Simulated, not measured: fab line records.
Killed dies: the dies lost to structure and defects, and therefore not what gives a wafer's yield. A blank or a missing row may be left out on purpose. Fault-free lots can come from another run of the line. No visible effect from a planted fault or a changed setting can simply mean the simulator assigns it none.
fab line records	flow n5_finfet
record lots=6	wafers=18	last_day=17
route steps=1938 shown BEOL_M5@1172 PASSIVATION@1936
lots with no fault: from the same line, run without faults
start_h: the number of hours between the record's first day and the start of the first shown wafer of the lot	wait_h: hours since the lot's step before	" same as the row above	L1.1+2: a row that stands for several wafers	- no value, or no start was given	* or withheld: withheld	< > ~ a bound
route shown NAME@n: names a module that has steps shown in the file, with the first one's number in the route	usual: average and standard deviation across the fault-free wafers	same: alike in all rows	chamber/n: place in a boat	sites: each site's reading	_std_site: how widely they spread, as a standard deviation	_edge_site: mean of outer sites minus mean of inner sites	radius_mm: for every site, how far away it sits from the centre of the wafer	mask NAME#n: copy n	behind: tool/chamber where the wafer was last shaped	hold: cause of the lot's hold/its duration in hours/its outcome	device: whichever transistor did not switch (one of n, p or np)	end of line: at the end of the route, the tests of the same wafers	a step given without rows: its recipe and nothing more	killed: dies lost to structure and defects at the first sort, not the wafer's yield	map: a wafer's dies, x killed, . not, _ none there
set.NAME: the run value of the setting; set.NAME@STEP: its run value at that earlier step	model.NAME: the simulator's own value behind a step, which no gauge read
lots seen at some steps along the route; tables by step, rows by wafer
services: when a tool's chamber went out of use (start_h, in hours from the record's first day, below 0 if earlier), for how many hours, and the reason
## steps
# step N5_BEOL_M5_ALD_86
# recipe material=TaN	target_thk_a=*	temp_c=275	ald_precursor_family=PDMAT	ald_co_reactant=NH3	pressure_torr=3	carrier_flow_sccm=1500	pulse_time_s=2	purge_time_s=3	co_reactant_purge_time_s=2	co_reactant_pulse_time_s=3	ald_cycles=30	precursor_vessel_temp_c=75	precursor_vessel_pressure_torr=26.25	precursor_vessel_carrier_sccm=1000
# step N5_BEOL_M5_SURFACE_TREAT_87
# recipe gas=Ar	time_s=*	ion_energy_ev=*	ion_current_ma_cm2=0.5	pressure_mtorr=*	ar_flow_sccm=30
# step N5_BEOL_M5_CVD_47
# recipe material=Co	target_thk_a=30	temp_c=withheld	precursor=CCTBA/H2	pressure_torr=30	time_s=216
# step N5_BEOL_M5_SPUTTER_48
# recipe material=Cu	target_thk_a=150	temp_c=-20	chamber_pressure_pa=0.07	power_w=withheld	time_s=27.62
# step N5_BEOL_M5_ANNEAL_49
# recipe temp_c=400	time_s=1800	ambient=vacuum
# usual heater_power_w=827/81
lot.wafer	tool	chamber	start_h	wait_h	heater_power_w
L765.1	pvd_sputter-03	-	182.62	0.0	857
L765.3	"	-	"	"	869
L765.4	"	-	"	"	858
L768.1	pvd_sputter-02	-	195.31	0.0	938
L768.2	"	-	"	"	853
L768.5	"	-	"	"	935
L771.1	pvd_sputter-03	-	208.04	0.0	861
L771.3	"	-	"	"	863
L771.5	"	-	"	"	877
L774.3	pvd_sputter-03	-	228.35	0.0	771
L774.4	"	-	"	"	885
L774.6	"	-	"	"	882
L782.1	pvd_sputter-03	-	297.88	0.0	872
L782.3	"	-	"	"	879
L782.5	"	-	"	"	861
L784.4	pvd_sputter-01	-	304.17	0.0	804
L784.5	"	-	"	"	780
L784.6	"	-	"	"	820
# step N5_BEOL_M5_SPUTTER_81
# recipe material=Cu	target_thk_a=150	temp_c=-20	chamber_pressure_pa=0.07	power_w=withheld	time_s=27.62
# step N5_BEOL_M5_ANNEAL_82
# recipe temp_c=400	time_s=1800	ambient=vacuum
# usual heater_power_w=828/82
lot.wafer	tool	chamber	start_h	wait_h	heater_power_w
L765.1	pvd_sputter-03	-	183.71	0.0	862
L765.3	"	-	"	"	881
L765.4	"	-	"	"	862
L768.1	pvd_sputter-02	-	196.40	0.0	893
L768.2	"	-	"	"	868
L768.5	"	-	"	"	942
L771.1	pvd_sputter-03	-	209.13	0.0	890
L771.3	"	-	"	"	868
L771.5	"	-	"	"	861
L774.3	pvd_sputter-03	-	229.43	0.0	751
L774.4	"	-	"	"	858
L774.6	"	-	"	"	870
L782.1	pvd_sputter-03	-	298.97	0.0	868
L782.3	"	-	"	"	865
L782.5	"	-	"	"	847
L784.4	pvd_sputter-01	-	305.25	0.0	808
L784.5	"	-	"	"	799
L784.6	"	-	"	"	784
# step N5_BEOL_M5_SPUTTER_83
# recipe material=Cu	target_thk_a=150	temp_c=-20	chamber_pressure_pa=0.07	power_w=withheld	time_s=27.62
# step N5_BEOL_M5_ANNEAL_84
# recipe temp_c=400	time_s=1800	ambient=vacuum
# usual heater_power_w=828/82
lot.wafer	tool	chamber	start_h	wait_h	heater_power_w
L765.1	pvd_sputter-03	-	184.79	0.0	866
L765.3	"	-	"	"	857
L765.4	"	-	"	"	873
L768.1	pvd_sputter-02	-	197.48	0.0	929
L768.2	"	-	"	"	864
L768.5	"	-	"	"	931
L771.1	pvd_sputter-03	-	210.21	0.0	889
L771.3	"	-	"	"	868
L771.5	"	-	"	"	876
L774.3	pvd_sputter-03	-	230.52	0.0	769
L774.4	"	-	"	"	864
L774.6	"	-	"	"	866
L782.1	pvd_sputter-03	-	300.05	0.0	868
L782.3	"	-	"	"	845
L782.5	"	-	"	"	845
L784.4	pvd_sputter-01	-	306.34	0.0	809
L784.5	"	-	"	"	801
L784.6	"	-	"	"	779
# step N5_BEOL_M5_SPUTTER_88
# recipe material=Cu	target_thk_a=150	temp_c=-20	chamber_pressure_pa=0.07	power_w=withheld	time_s=27.62
# usual substrate_temp_c=-20.01/0.11	throttle_valve_pct=30.3/1.3
lot.wafer	tool	chamber	start_h	wait_h	substrate_temp_c	throttle_valve_pct
L765.1	pvd_sputter-03	-	185.80	0.5	-20.16	31.3
L765.3	"	-	"	"	-20.10	31.4
L765.4	"	-	"	"	-20.01	31.1
L768.1	pvd_sputter-02	-	198.49	0.5	-20.10	29.1
L768.2	"	-	"	"	-20.05	30.8
L768.5	"	-	"	"	-20.22	30.0
L771.1	pvd_sputter-03	-	211.22	0.5	-20.02	31.2
L771.3	"	-	"	"	-19.92	31.4
L771.5	"	-	"	"	-20.13	31.2
L774.3	pvd_sputter-03	-	231.53	0.5	-19.97	31.6
L774.4	"	-	"	"	-20.00	31.5
L774.6	"	-	"	"	-20.10	31.3
L782.1	pvd_sputter-03	-	301.06	0.5	-19.98	31.0
L782.3	"	-	"	"	-20.08	31.4
L782.5	"	-	"	"	-20.26	31.6
L784.4	pvd_sputter-01	-	307.35	0.5	-20.11	28.5
L784.5	"	-	"	"	-20.05	28.8
L784.6	"	-	"	"	-20.07	27.0
# step N5_BEOL_M5_ANNEAL_89
# recipe temp_c=400	time_s=1800	ambient=vacuum
# step N5_BEOL_M5_SPUTTER_90
# recipe material=Cu	target_thk_a=45	temp_c=-20	chamber_pressure_pa=0.07	power_w=withheld	time_s=8.29
# usual substrate_temp_c=-20.02/0.1	throttle_valve_pct=30.3/1.3
lot.wafer	tool	chamber	start_h	wait_h	substrate_temp_c	throttle_valve_pct
L765.1	pvd_sputter-03	-	186.89	0.5	-20.05	31.3
L765.3	"	-	"	"	-20.18	31.4
L765.4	"	-	"	"	-19.91	31.1
L768.1	pvd_sputter-02	-	199.58	0.5	-20.09	29.2
L768.2	"	-	"	"	-20.15	30.7
L768.5	"	-	"	"	-20.11	30.1
L771.1	pvd_sputter-03	-	212.31	0.5	-19.94	31.5
L771.3	"	-	"	"	-19.99	31.3
L771.5	"	-	"	"	-20.11	31.2
L774.3	pvd_sputter-03	-	232.61	0.5	-19.99	31.6
L774.4	"	-	"	"	-20.11	31.1
L774.6	"	-	"	"	-19.94	31.1
L782.1	pvd_sputter-03	-	302.15	0.5	-20.04	30.6
L782.3	"	-	"	"	-20.12	31.5
L782.5	"	-	"	"	-19.85	31.4
L784.4	pvd_sputter-01	-	308.43	0.5	-20.08	28.4
L784.5	"	-	"	"	-20.01	29.1
L784.6	"	-	"	"	-20.08	27.1
# step N5_BEOL_M5_ECD_50
# recipe material=Cu	target_thk_a=3000
lot.wafer	tool	chamber	start_h	wait_h	model.Cu_of_BEOL_M5_ECD_50.thk_nm
L765.1	ecd_cu-01	0	187.21	0.3	297.4
L765.3	"	1	"	"	300
L765.4	"	0	"	"	299.2
L768.1	ecd_cu-02	1	199.69	0.1	301.6
L768.2	"	0	"	"	300.6
L768.5	"	1	"	"	297.2
L771.1	ecd_cu-02	1	212.42	0.1	305
L771.3	"	0	"	"	299.8
L771.5	"	0	"	"	297.4
L774.3	ecd_cu-01	0	232.75	0.1	296.4
L774.4	"	1	"	"	294
L774.6	"	0	"	"	304.6
L782.1	ecd_cu-02	1	302.26	0.1	295.6
L782.3	"	1	"	"	414.2
L782.5	"	1	"	"	294.4
L784.4	ecd_cu-02	1	308.57	0.1	300.6
L784.5	"	0	"	"	297.8
L784.6	"	1	"	"	417.6
# step N5_BEOL_M5_ANNEAL_51
# recipe temp_c=225	time_s=90	ambient=N2
# step N5_BEOL_M5_CMP_52
# recipe stop_on=SiCOH_lowk	t_overpolish_s=6.9	down_force_psi=1	platen_rpm=50	clearing_platen_down_force_psi=1.5	clearing_platen_rpm=50	post_cmp_clean=cu_alkaline	target_thk_nm=62	clearing_platen_pad_velocity_m_s=0.99484	pad_velocity_m_s=0.99484
# usual edge_zone_pressure_frac=1.000/0.0046	motor_current_A=6.0/0.71	time_to_endpoint_s=61/4.5
lot.wafer	tool	chamber	start_h	wait_h	edge_zone_pressure_frac	motor_current_A	time_to_endpoint_s
L765.4	cmp-01	3	187.65	0.1	1.001	6.7	63
L765.3	"	1	"	"	1.000	5.0	53
L765.1	"	2	"	"	1.004	5.4	60
L768.2	cmp-02	0	200.18	0.2	0.996	5.7	66
L768.1	"	1	"	"	0.996	6.8	63
L768.5	"	3	"	"	0.992	6.1	60
L771.1	cmp-02	2	212.81	0.3	0.996	4.4	61
L771.3	"	3	"	"	1.006	6.5	58
L771.5	"	3	"	"	1.003	6.3	63
L774.4	cmp-01	1	233.21	0.2	0.999	5.3	56
L774.3	"	2	"	"	1.002	5.5	60
L774.6	"	1	"	"	1.000	5.0	58
L782.3	cmp-02	0	302.99	0.4	1.002	5.4	84
L782.1	"	1	"	"	1.010	7.4	61
L782.5	"	3	"	"	1.001	6.2	57
L784.4	cmp-01	1	309.13	0.3	1.002	5.3	53
L784.5	"	2	"	"	0.995	5.2	56
L784.6	"	3	"	"	0.994	6.6	88
# step N5_BEOL_M5_THK_MEAS_53
# recipe thk_meas_gauge=xrf	reads=Cu_of_BEOL_M5_ECD_50
# usual M5_THK=61.0/2.4
lot.wafer	tool	chamber	start_h	wait_h	M5_THK[nm]
L765.1	film_metro-02	-	187.94	-	61.1
L765.3	"	-	"	"	58.8
L765.4	"	-	"	"	61.4
L768.1	film_metro-02	-	200.44	-	63.3
L768.2	"	-	"	"	60.8
L768.5	"	-	"	"	64.2
L771.1	film_metro-01	-	213.10	-	62.4
L771.3	"	-	"	"	60.9
L771.5	"	-	"	"	62.5
L774.3	film_metro-01	-	233.47	-	62.9
L774.4	"	-	"	"	62.0
L774.6	"	-	"	"	61.0
L782.1	film_metro-01	-	303.21	-	57.9
L782.3	"	-	"	"	60.4
L782.5	"	-	"	"	60.6
L784.4	film_metro-01	-	309.32	-	60.6
L784.5	"	-	"	"	59.6
L784.6	"	-	"	"	64.7
# step N5_PASSIVATION_PROBE_49
# usual defect_limited_yield=91.2/1.6	killed_at_M0_to_M3=34/11	killed_at_M4_up=13/5.2	killed_at_contacts=13/6.3	killed_at_front_end=40/14	killed_at_other=3.2/2.4	killed_dies=104/19	killed_on_rim=14/4.2	killed_open=69/14	killed_short=32/7.5	sort_bin_5_function=5.3/1.1	sort_bin_6_memory=3.2/0.73	sort_bin_8_speed=0.01/0.038	sort_n_pass=1076/19	sort_yield_pct=91.2/1.6
# same gross_dies=1180	killed_at_back_side=0	sort_bin_4_leakage[%]=0
lot.wafer	tool	chamber	start_h	wait_h	defect_limited_yield[%]	killed_at_M0_to_M3	killed_at_M4_up	killed_at_contacts	killed_at_front_end	killed_at_other	killed_dies	killed_on_rim	killed_open	killed_short	sort_bin_5_function[%]	sort_bin_6_memory[%]	sort_bin_8_speed[%]	sort_n_pass	sort_yield_pct[%]
L768.1	prober-01	-	296.91	0.0	92.9	34	6	14	24	6	84	18	51	29	4.0	2.9	0	1096	92.9
L768.2	prober-01	-	296.96	0.1	90.1	59	11	19	28	0	117	7	73	41	6.6	3.1	0	1063	90.1
L768.5	prober-01	-	297.11	0.2	92.2	30	14	16	27	5	92	16	64	27	4.8	2.6	0	1088	92.2
L771.1	prober-02	-	303.63	0.0	90.3	33	12	23	43	4	115	17	77	36	5.4	3.9	0	1065	90.3
L771.3	prober-02	-	303.73	0.1	90.3	29	31	12	36	6	114	10	83	29	5.3	4.2	0	1066	90.3
L771.5	prober-02	-	303.83	0.2	92.5	30	16	10	28	4	88	10	64	24	4.9	2.3	0	1092	92.5
L774.3	prober-02	-	329.00	0.1	92.6	40	7	11	27	2	87	10	58	28	4.8	2.4	0	1093	92.6
L774.4	prober-02	-	329.05	0.2	92.0	34	11	15	29	5	94	12	58	35	3.5	4.0	0	1086	92.0
L774.6	prober-02	-	329.15	0.3	89.2	44	19	15	44	5	127	15	83	40	7.4	3.1	0	1053	89.2
L782.1	prober-01	-	393.34	0.0	91.0	36	6	36	25	3	106	13	77	28	6.4	2.2	0	1074	91.0
L782.3	prober-01	-	393.44	0.1	93.5	25	10	18	23	1	77	10	59	15	4.1	2.3	0	1103	93.5
L782.5	prober-01	-	393.54	0.2	91.0	31	17	12	38	8	106	15	76	30	5.5	3.1	0	1074	91.0
L784.4	prober-02	-	400.61	0.2	90.9	46	12	6	40	3	107	21	68	37	5.4	3.0	0.08	1073	90.9
L784.5	prober-02	-	400.66	0.2	92.4	33	11	14	32	0	90	11	56	29	4.5	2.9	0	1090	92.4
L784.6	prober-02	-	400.71	0.3	89.7	45	8	21	48	0	122	22	77	43	5.1	4.6	0	1058	89.7
# killed by level:class
L768.1 MOL_CONTACT_COAG:geometric_particle:open=13 BEOL_M0_SAQP:geometric_particle:short=11 STI_FIN_REVEAL:geometric_particle:open=8 BEOL_M0_SAQP:geometric_particle:open=7 BEOL_M3:geometric_particle:open=6 BEOL_M1:geometric_particle:open=3 PASS1_DEP:geometric_particle:open=3 STARTING-WAFER:geometric_particle:short=3
L768.2 BEOL_M3:geometric_particle:open=16 MOL_CONTACT_COAG:geometric_particle:open=12 BEOL_M0_SAQP:geometric_particle:short=11 STI_FIN_REVEAL:geometric_particle:open=7 BEOL_M1:geometric_particle:open=7 MOL_CONTACT_COAG:geometric_particle:short=6 BEOL_M3:geometric_particle:short=6 BEOL_M2:geometric_particle:open=6
L768.5 MOL_CONTACT_COAG:geometric_particle:open=13 BEOL_M3:geometric_particle:open=9 BEOL_M4:geometric_particle:open=9 STI_FIN_REVEAL:geometric_particle:open=7 BEOL_M1:geometric_particle:open=7 ILD0:geometric_particle:open=4 ILD0:geometric_particle:short=4 STARTING-WAFER:geometric_particle:short=4
L771.1 MOL_CONTACT_COAG:geometric_particle:open=15 STI_FIN_REVEAL:geometric_particle:open=11 BEOL_M3:geometric_particle:open=9 MOL_CONTACT_COAG:geometric_particle:short=8 BEOL_M2:geometric_particle:open=6 BEOL_M4:geometric_particle:open=6 FIN_SAQP:geometric_particle:open=5 BEOL_M1:geometric_particle:open=5
L771.3 BEOL_M4:geometric_particle:open=18 STI_FIN_REVEAL:geometric_particle:open=14 MOL_CONTACT_COAG:geometric_particle:open=11 BEOL_M2:geometric_particle:open=9 BEOL_M0_SAQP:geometric_particle:short=8 FIN_SAQP:geometric_particle:open=7 FIN_SAQP:geometric_particle:short=5 DUMMY_GATE:geometric_particle:open=4
L771.5 BEOL_M4:geometric_particle:open=13 STI_FIN_REVEAL:geometric_particle:open=11 MOL_CONTACT_COAG:geometric_particle:open=9 BEOL_M0_SAQP:geometric_particle:open=9 FIN_SAQP:geometric_particle:open=6 FIN_SAQP:geometric_particle:short=4 BEOL_M2:geometric_particle:open=4 BEOL_M3:geometric_particle:short=4
L774.3 BEOL_M2:geometric_particle:open=12 MOL_CONTACT_COAG:geometric_particle:open=8 BEOL_M0_SAQP:geometric_particle:open=7 GATE_CUT:geometric_particle:open=7 BEOL_M3:geometric_particle:open=6 BEOL_M0_SAQP:geometric_particle:short=5 FIN_SAQP:geometric_particle:open=4 FIN_SAQP:geometric_particle:short=4
L774.4 MOL_CONTACT_COAG:geometric_particle:open=9 BEOL_M2:geometric_particle:open=8 MOL_CONTACT_COAG:geometric_particle:short=6 BEOL_M0_SAQP:geometric_particle:open=6 FIN_SAQP:geometric_particle:open=5 FIN_SAQP:geometric_particle:short=5 DUMMY_GATE:geometric_particle:open=5 BEOL_M0_SAQP:geometric_particle:short=5
L774.6 MOL_CONTACT_COAG:geometric_particle:open=11 BEOL_M0_SAQP:geometric_particle:short=10 BEOL_M2:geometric_particle:open=10 FIN_SAQP:geometric_particle:open=9 BEOL_M0_SAQP:geometric_particle:open=8 STI_FIN_REVEAL:geometric_particle:open=7 FIN_SAQP:geometric_particle:short=6 DUMMY_GATE:geometric_particle:open=5
L782.1 MOL_CONTACT_COAG:geometric_particle:open=29 BEOL_M2:geometric_particle:open=11 STI_FIN_REVEAL:geometric_particle:open=9 MOL_CONTACT_COAG:geometric_particle:short=7 BEOL_M0_SAQP:geometric_particle:short=6 BEOL_M0:geometric_particle:open=5 BEOL_M3:geometric_particle:open=5 FIN_SAQP:geometric_particle:short=3
L782.3 MOL_CONTACT_COAG:geometric_particle:open=17 BEOL_M3:geometric_particle:open=7 BEOL_M1:geometric_particle:open=6 STARTING-WAFER:geometric_particle:open=5 GATE_CUT:geometric_particle:short=4 BEOL_M0:geometric_particle:open=4 STI_FIN_REVEAL:geometric_particle:open=3 BEOL_M2:geometric_particle:open=3
L782.5 MOL_CONTACT_COAG:geometric_particle:open=11 STI_FIN_REVEAL:geometric_particle:open=10 GATE_CUT:geometric_particle:short=8 BEOL_M3:geometric_particle:open=7 BEOL_M0:geometric_particle:open=6 FIN_SAQP:geometric_particle:short=5 BEOL_M0_SAQP:geometric_particle:short=5 BEOL_M5:geometric_particle:open=5
L784.4 BEOL_M2:geometric_particle:open=11 BEOL_M0_SAQP:geometric_particle:open=8 STI_FIN_REVEAL:geometric_particle:open=7 FIN_SAQP:geometric_particle:open=6 GATE_CUT:geometric_particle:short=6 BEOL_M3:geometric_particle:open=6 MOL_CONTACT_COAG:geometric_particle:open=5 BEOL_M0_SAQP:geometric_particle:short=5
L784.5 BEOL_M2:geometric_particle:open=12 STI_FIN_REVEAL:geometric_particle:open=9 MOL_CONTACT_COAG:geometric_particle:open=8 MOL_CONTACT_COAG:geometric_particle:short=6 BEOL_M1:geometric_particle:open=6 BEOL_M3:geometric_particle:open=4 FIN_SAQP:geometric_particle:short=3 SPACER0:geometric_particle:short=3
L784.6 MOL_CONTACT_COAG:geometric_particle:open=17 STI_FIN_REVEAL:geometric_particle:open=14 BEOL_M2:geometric_particle:open=9 BEOL_M3:geometric_particle:short=9 BEOL_M0_SAQP:geometric_particle:short=8 BEOL_M0_SAQP:geometric_particle:open=7 STI_FIN_REVEAL:geometric_particle:short=5 STARTING-WAFER:geometric_particle:open=5
## services
tool	chamber	start_h	hours	kind
cmp-02	-	171.99	2.0	repair
cmp-01	-	183.00	2.6	repair
cmp-01	-	249.27	0.4	repair
cmp-01	-	267.77	4.0	pm
cmp-01	-	271.77	-	consumable_replace:conditioner
cmp-01	-	271.77	-	consumable_replace:pad
cmp-02	-	271.79	4.5	repair
## key
first_sign step=N5_BEOL_M5_CMP_52	reading=time_to_endpoint_s	direction=up	sigmas=5.6	usual=*	struck=*
effect none on later readings
model_effect step=N5_BEOL_M5_ECD_50	value=Cu_of_BEOL_M5_ECD_50.thk_nm	without=298.1	struck=415.9
met_at N5_BEOL_M5_ECD_50
struck_wafers L782.3,L784.6
onset_between 212.42 302.26
fault kind=process_parameter_drift	tool=ecd_cu-02	chamber=-	onset_h=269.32	steps=N5_BEOL_M5_ECD_50	channel=target_thk_a	offset=*	shape=step	end_h=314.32	scope=struck_wafers_only	acts_in=*	stated=*
